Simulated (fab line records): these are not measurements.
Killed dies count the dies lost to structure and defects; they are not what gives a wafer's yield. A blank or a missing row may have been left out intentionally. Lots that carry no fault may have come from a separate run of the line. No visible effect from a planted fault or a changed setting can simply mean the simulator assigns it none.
Split-lot experiment    flow n5 finfet    21 wafers read across 7 lots, on a route 1938 steps long

## ON THE SPLIT
At N5_BEOL_M2_EXPOSE_08 (exposes mask M2), the setting dose mj was moved away from the recipe's 41.25 on 7 of the 21 wafers read, by -3.3% to +5.8%. This setting was run at the recipe's value on the other wafers.

## FROM THE SPLIT TO THE READING: what the file shows between them, 3 steps
- N5_BEOL_M2_PEB_09: peb time 60 s
- N5_BEOL_M2_DEVELOP_10: develop time 30 s
- N5_BEOL_M2_DESCUM_16: chemistry O2, time 7 s

## THE READING
BEOL_M2.cd offset nm (the simulator's own value, which no gauge read), in nm, at N5_BEOL_M2_ETCH_74 (etches underlayer in N2/H2, target depth 6.5 nm, time 5.2 s). The file does not state a usual value for it. The 14 wafers here that ran the recipe average -0.0 nm, standard deviation 0.18 nm.

wafer   tool, chamber at the split  dose mj as run  against the recipe  BEOL_M2.cd offset nm, nm  against lot-mates on the recipe
L075.2  euv scanner-02, 0           41.25           recipe              -0.2                      -
L075.5  euv scanner-02, 0           41.25           recipe              -0.2                      -
L075.6  euv scanner-02, 0           41.25           recipe              -0.2                      -
L081.2  euv scanner-01, 0           41.25           recipe              0.2                       -
L081.6  euv scanner-01, 0           41.25           recipe              0.2                       -
L081.3  euv scanner-01, 0           42.16           +2.2%               0.4                       +0.2
L083.1  euv scanner-01, 0           41.25           recipe              0                         -
L083.4  euv scanner-01, 0           41.25           recipe              0.2                       -
L083.5  euv scanner-01, 0           41.25           recipe              -0.2                      -
L085.2  euv scanner-02, 0           41.25           recipe              -0.2                      -
L085.6  euv scanner-02, 0           41.25           recipe              -0.2                      -
L085.5  euv scanner-02, 0           41.25           recipe              0.2                       -
L087.3  euv scanner-02, 0           41.25           recipe              0                         -
L087.5  euv scanner-02, 0           40.03           -3.0%               -0.6                      -0.6
L087.6  euv scanner-02, 0           40.03           -3.0%               -0.6                      -0.6
L094.3  euv scanner-02, 0           39.9            -3.3%               -0.6                      -0.6
L094.6  euv scanner-02, 0           39.9            -3.3%               -0.6                      -0.6
L094.5  euv scanner-02, 0           41.25           recipe              0                         -
L095.1  euv scanner-01, 0           43.66           +5.8%               0.8                       +0.6
L095.4  euv scanner-01, 0           43.66           +5.8%               1.2                       +1.0
L095.5  euv scanner-01, 0           41.25           recipe              0.2                       -

FIT RESULTS
A straight line over all 21 wafers: BEOL_M2.cd offset nm changes by +0.179 nm for each +1% of dose mj; r = +0.93; the points scatter about the line by 0.17 nm.
The same after taking each lot's own level away (the mean of its wafers on the recipe; 21 wafers): +0.155 nm for each +1%; r = +0.94; scatter 0.13 nm.
The reading moves by 0.9 nm for the largest change in dose mj, on that fit.
From -0.20 to 0.20 nm: that is the span of the lots' own levels, equal to 2.3 times the standard deviation above.
Hence the slope depends on the lot-to-lot level, as the two fits are not the same.
Check: with one of the wafers moved furthest among these (+5.8%) left out of the fit, the line predicts +1 nm for it against its lot-mates. Against them it came out at +0.6 nm.

## FILE'S OWN FIT
BEOL_M2.cd offset nm changes by +0.151 nm for each +1% of dose mj, r = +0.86.
